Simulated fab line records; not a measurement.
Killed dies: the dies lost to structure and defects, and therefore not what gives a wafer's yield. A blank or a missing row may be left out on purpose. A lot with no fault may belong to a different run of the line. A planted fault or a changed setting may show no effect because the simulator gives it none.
What tool caused it?    flow nand_harc    33 wafers from 11 lots sampled at 6 of the route's 1159 steps

== WHAT THE GAUGES READ, wafer by wafer ==
NHARC_A_CHANNEL_HOLE_D1_INSPECT_40. Usual: raw_defect_count at 56, with a standard deviation of 16.
lot   measured      on                 raw_defect_count  flag
L413  day 9 08:39   defect_inspect-01  86 92 58          
L415  day 9 12:56   defect_inspect-02  36 37 35          
L418  day 10 00:36  defect_inspect-02  73 59 48          
L416  day 10 05:24  defect_inspect-01  60 58 52          
L419  day 10 08:07  defect_inspect-02  45 53 79          
L423  day 11 15:13  defect_inspect-02  328 309 313       OFF
L422  day 12 04:24  defect_inspect-01  309 330 342       OFF
L427  day 12 13:29  defect_inspect-02  42 54 50          
L429  day 12 23:56  defect_inspect-01  48 42 36          
L433  day 13 22:31  defect_inspect-01  79 48 66          
L434  day 14 19:08  defect_inspect-01  44 48 62          

NHARC_END_SORT_01. Usual: killed_at_array 29, standard deviation 9.4; killed_at_other 0.7, standard deviation 1.3; killed_at_periphery 2.9, standard deviation 2.1; killed_dies 32, standard deviation 9; killed_open 3.3, standard deviation 1.8; killed_short 1.9, standard deviation 1.4.
lot   measured      on         killed_at_array  killed_at_other  killed_at_periphery  killed_dies  killed_open  killed_short  flag
L423  day 22 08:38  prober-02  110 94 98        0 0 0            4 3 4                114 97 102   5 3 4        4 3 0         OFF
L422  day 22 15:31  prober-02  104 108 109      0 0 0            1 1 0                105 109 109  4 1 5        2 1 1         OFF

== WHAT TOOL EACH LOT RAN ON (gives the tool, then ch and the chambers of the sampled wafers, and finally the start) ==
lot   NHARC_A_CHANNEL_HOLE_D1_ETCH_38     NHARC_A_CHANNEL_HOLE_D1_ETCH_34                NHARC_A_CHANNEL_HOLE_D1_ETCH_20   NHARC_A_CHANNEL_HOLE_D1_STRIP_27
L413  rie_diel-10 ch 1,2, day 9 01:49     rie_diel-10 ch 0,2, day 9 03:08 or earlier     har_etch-01 ch 0,1, day 9 03:08   rie_diel-10 ch 0,2, day 9 08:39 or earlier
L415  rie_diel-10 ch 0,2,3, day 9 04:02   rie_diel-10 ch 1,2, day 9 07:21 or earlier     har_etch-02 ch 0,1, day 9 07:21   rie_diel-02 ch 1,2,3, day 9 12:56 or earlier
L418  rie_diel-02 ch 0,1,3, day 9 17:47   rie_diel-02 ch 0,1,3, day 9 19:01 or earlier   har_etch-01 ch 0,1, day 9 19:01   rie_diel-06 ch 1,2,3, day 10 00:36 or earlier
L416  rie_diel-10 ch 0,1,2, day 9 20:06   rie_diel-10 ch 0,1, day 9 23:50 or earlier     har_etch-02 ch 0,1, day 9 23:50   rie_diel-10 ch 0,2,3, day 10 05:24 or earlier
L419  rie_diel-10 ch 0,1,2, day 10 00:43  rie_diel-10 ch 0,1, day 10 02:35 or earlier    har_etch-01 ch 1, day 10 02:35    rie_diel-10 ch 0,1, day 10 08:07 or earlier
L423  rie_diel-10 ch 1,2, day 11 08:16    rie_diel-10 ch 1,2, day 11 09:38 or earlier    har_etch-01 ch 0,1, day 11 09:38  rie_diel-06 ch 1,2, day 11 15:13 or earlier
L422  rie_diel-10 ch 0,1, day 11 21:35    rie_diel-10 ch 0,1, day 11 22:47 or earlier    har_etch-01 ch 0,1, day 11 22:47  rie_diel-06 ch 0,3, day 12 04:24 or earlier
L427  rie_diel-06 ch 0,1,2, day 12 06:41  rie_diel-06 ch 0,2,3, day 12 07:53 or earlier  har_etch-02 ch 0,1, day 12 07:53  rie_diel-06 ch 0,2,3, day 12 13:29 or earlier
L429  rie_diel-06 ch 2,3, day 12 16:28    rie_diel-06 ch 2,3, day 12 17:55 or earlier    har_etch-02 ch 0,1, day 12 17:55  rie_diel-02 ch 1,3, day 12 22:50
L433  rie_diel-02 ch 0,2, day 13 15:32    rie_diel-02 ch 1,3, day 13 16:44 or earlier    har_etch-02 ch 0,1, day 13 16:44  rie_diel-02 ch 1,2,3, day 13 22:31 or earlier
L434  rie_diel-10 ch 0,2,3, day 14 12:20  rie_diel-10 ch 0,2,3, day 14 13:33 or earlier  har_etch-01 ch 0,1, day 14 13:33  rie_diel-10 ch 0,2,3, day 14 19:08 or earlier
- NHARC_A_CHANNEL_HOLE_D1_ETCH_38: etches the open film in CF4, target depth 39 nm, time 65 s.
- NHARC_A_CHANNEL_HOLE_D1_ETCH_34: etches the open film in CF4/CHF3, target depth 154 nm, time 77 s.
- NHARC_A_CHANNEL_HOLE_D1_ETCH_20: etches the open film in C4F8/O2/Ar, time 361.9 s, target depth 1600 nm.
- NHARC_A_CHANNEL_HOLE_D1_STRIP_27: strips in O2.

== WHAT THE TOOLS THEMSELVES READ (means of the sampled wafers that have a number; where no wafer has one, the mark that the record gives instead) ==
NHARC_A_CHANNEL_HOLE_D1_ETCH_38. Usual: drypump_motor_current_A 5.85 A, standard deviation 0.25; oes_product_au 1.000 a.u., standard deviation 0.0091; rf_vpp_V 151.1 V, standard deviation 1.1; showerhead_plenum_p_Torr 1.75 Torr, standard deviation 0.049; throttle_valve_pct 13.285 %, standard deviation 0.01.
lot   tool         drypump_motor_current_A (A)  oes_product_au (a.u.)  rf_vpp_V (V)  showerhead_plenum_p_Torr (Torr)  throttle_valve_pct (%)  flag
L413  rie_diel-10  5.66                         0.997                  150.2         1.72                             13.287                  
L415  rie_diel-10  5.96                         0.993                  151.6         1.76                             13.283                  
L418  rie_diel-02  5.91                         1.002                  151.9         1.76                             13.280                  
L416  rie_diel-10  5.70                         0.996                  151.6         1.75                             13.288                  
L419  rie_diel-10  5.68                         0.996                  151.0         1.75                             13.283                  
L423  rie_diel-10  5.51                         1.003                  150.5         1.71                             13.288                  
L422  rie_diel-10  5.68                         0.997                  150.6         1.77                             13.289                  
L427  rie_diel-06  5.97                         0.997                  151.3         1.77                             13.285                  
L429  rie_diel-06  5.87                         1.005                  151.1         1.74                             13.281                  
L433  rie_diel-02  5.85                         1.001                  152.1         1.83                             13.279                  
L434  rie_diel-10  5.95                         0.994                  150.3         1.76                             13.282                  

NHARC_A_CHANNEL_HOLE_D1_ETCH_34. Usual: drypump_motor_current_A 5.85 A, standard deviation 0.25; oes_product_au 0.948 a.u., standard deviation 0.022; rf_vpp_V 370.1 V, standard deviation 1.7; showerhead_plenum_p_Torr 1.56 Torr, standard deviation 0.045; throttle_valve_pct 16.802 %, standard deviation 0.0085.
lot   tool         drypump_motor_current_A (A)  oes_product_au (a.u.)  rf_vpp_V (V)  showerhead_plenum_p_Torr (Torr)  throttle_valve_pct (%)  flag
L413  rie_diel-10  5.85                         0.978                  370.6         1.57                             16.800                  
L415  rie_diel-10  5.67                         0.971                  369.3         1.53                             16.807                  
L418  rie_diel-02  5.92                         0.928                  369.8         1.57                             16.789                  
L416  rie_diel-10  5.71                         0.949                  370.6         1.57                             16.805                  
L419  rie_diel-10  5.51                         0.968                  369.5         1.54                             16.801                  
L423  rie_diel-10  5.67                         0.963                  368.4         1.53                             16.805                  
L422  rie_diel-10  5.51                         0.925                  369.3         1.54                             16.801                  
L427  rie_diel-06  5.96                         0.975                  369.2         1.56                             16.797                  
L429  rie_diel-06  5.88                         0.965                  369.7         1.55                             16.798                  
L433  rie_diel-02  5.95                         0.927                  369.3         1.53                             16.799                  
L434  rie_diel-10  5.98                         0.924                  370.1         1.56                             16.809                  

NHARC_A_CHANNEL_HOLE_D1_ETCH_20. Usual: drypump_motor_current_A 5.7 A, standard deviation 0.5; he_backside_leak_sccm 5.36 sccm, standard deviation 0.28; showerhead_plenum_p_Torr 3.67 Torr, standard deviation 0.098; throttle_valve_pct 32.155 %, standard deviation 0.0094.
lot   tool         drypump_motor_current_A (A)  he_backside_leak_sccm (sccm)  showerhead_plenum_p_Torr (Torr)  throttle_valve_pct (%)  flag
L413  har_etch-01  5.6                          5.43                          3.66                             32.154                  
L415  har_etch-02  5.9                          5.29                          3.73                             32.145                  
L418  har_etch-01  5.6                          5.30                          3.65                             32.154                  
L416  har_etch-02  5.6                          5.57                          3.64                             32.149                  
L419  har_etch-01  5.2                          5.44                          3.60                             32.164                  
L423  har_etch-01  5.8                          5.45                          3.68                             32.159                  
L422  har_etch-01  5.9                          5.36                          3.68                             32.150                  
L427  har_etch-02  5.6                          5.32                          3.62                             32.168                  
L429  har_etch-02  5.9                          5.37                          3.70                             32.150                  
L433  har_etch-02  5.9                          5.47                          3.70                             32.156                  
L434  har_etch-01  5.6                          4.69                          3.62                             32.158                  

NHARC_A_CHANNEL_HOLE_D1_STRIP_27. Usual: drypump_motor_current_A 5.89 A, standard deviation 0.23; oes_product_au 0.999 a.u., standard deviation 0.0085; rf_vpp_V 57.7 V, standard deviation 0.87; showerhead_plenum_p_Torr 3.50 Torr, standard deviation 0.09; throttle_valve_pct 17.036 %, standard deviation 0.0092.
lot   tool         drypump_motor_current_A (A)  oes_product_au (a.u.)  rf_vpp_V (V)  showerhead_plenum_p_Torr (Torr)  throttle_valve_pct (%)  flag
L413  rie_diel-10  5.87                         0.998                  57.8          3.56                             17.035                  
L415  rie_diel-02  6.01                         1.002                  57.7          3.53                             17.031                  
L418  rie_diel-06  5.88                         0.996                  57.8          3.51                             17.037                  
L416  rie_diel-10  5.99                         0.990                  57.7          3.51                             17.031                  
L419  rie_diel-10  5.52                         0.998                  56.6          3.45                             17.036                  
L423  rie_diel-06  5.88                         1.006                  57.9          3.54                             17.027                  
L422  rie_diel-06  5.99                         1.001                  57.2          3.46                             17.033                  
L427  rie_diel-06  5.99                         1.000                  56.8          3.49                             17.039                  
L429  rie_diel-02  5.93                         1.010                  56.9          3.42                             17.036                  
L433  rie_diel-02  5.99                         1.006                  56.9          3.53                             17.033                  
L434  rie_diel-10  5.99                         0.998                  58.5          3.50                             17.032                  

== THE ANSWER, worked out from the rows above alone ==
Rule: take the mean of a lot's wafers that have a number; if it is more than 3 standard deviations from the usual mean, the lot is off. Also off: a lot with no number at a reading for which 4 or more lots have one. The other lots that the step has rows for count as sound. After the gauges, taken in route order, come the tools' own readings; for these a lot's mean is taken, as printed above. The first step at which some lot is off is used, and at that step the reading that is off furthest; a lot without a number counts as furthest.
Off at NHARC_A_CHANNEL_HOLE_D1_INSPECT_40 (raw_defect_count): L423, L422.
A tool fits if, at a process step before that reading, it ran every lot that is off, and no sound lot after the first of them. Not tried: the gauges at NHARC_A_CHANNEL_HOLE_D1_INSPECT_40; whatever is off there is also off at NHARC_END_SORT_01, on other tools, and gauge error can't account for it. With no start given for some of its lots, NHARC_A_CHANNEL_HOLE_D1_ETCH_34 uses the hours and lot order of NHARC_A_CHANNEL_HOLE_D1_ETCH_20. With no start given for some of its lots, NHARC_A_CHANNEL_HOLE_D1_STRIP_27 uses the hours and lot order of NHARC_A_CHANNEL_HOLE_D1_INSPECT_40. No candidate that was tried fits.

== WHAT HAD BEEN PUT IN BY THE SIMULATOR ==
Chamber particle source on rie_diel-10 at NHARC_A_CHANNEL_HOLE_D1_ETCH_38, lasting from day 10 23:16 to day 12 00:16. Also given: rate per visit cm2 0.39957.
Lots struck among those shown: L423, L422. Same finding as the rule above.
